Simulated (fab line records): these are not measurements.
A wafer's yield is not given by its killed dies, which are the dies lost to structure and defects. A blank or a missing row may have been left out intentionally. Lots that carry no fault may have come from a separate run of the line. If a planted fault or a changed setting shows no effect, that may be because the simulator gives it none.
Matching of chambers | flow n5-finfet | N5_BEOL_M15_CMP_49 on cmp-02: 4 sister chambers
The step polishes, stops on SiO2, t overpolish 4.9 s, target thk 850 nm. 4 wafers are shown with their chamber, then 9 later ones without.

== EACH WAFER AND ITS CHAMBER ==
wafer  | chamber | motor-current-A (A)
L086.1 | 1       | 8.5
L086.6 | 2       | 6.9
L089.5 | 3       | 8.5
L089.6 | 0       | 10.0

== WAFERS WHOSE CHAMBER IS MISSING ==
wafer  | motor-current-A (A)
L088.1 | 8.5
L088.2 | 7.1
L088.5 | 9.1
L091.2 | 6.8
L091.3 | 10.2
L091.5 | 8.0
L095.1 | 8.1
L095.5 | 8.4
L095.6 | 10.2

== WHICH CHAMBER EACH WENT THROUGH ==
wafer  | from the rows above          | in truth
L088.1 | can't be placed: 1 or 3      | 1
L088.2 | 2                            | 2
L088.5 | can't be placed: 1 or 3 or 0 | 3
L091.2 | 2                            | 2
L091.3 | 0                            | 0
L091.5 | can't be placed: 1 or 3 or 2 | 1
L095.1 | can't be placed: 1 or 3      | 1
L095.5 | can't be placed: 1 or 3      | 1
L095.6 | 0                            | 0
4 of 9 placed correctly. Can't be placed from these rows: 5 (the true chamber is among the candidates in 5). Wrongly placed: 0.
How it was worked out, from the rows above alone: a wafer's distance from a chamber is the root of the sum, over the readings, of the square of ((its reading less the chamber's mean) divided by the reading's scatter). If the next closest chamber is less than 2 further off than the closest, the wafer can't be placed; otherwise it belongs to the closest. For every chamber, the mean is computed from those of its wafers that are shown. The scatter (one wafer shown for each chamber): square how far every hidden wafer sits from the nearest shown wafer, average those squares and take the square root.
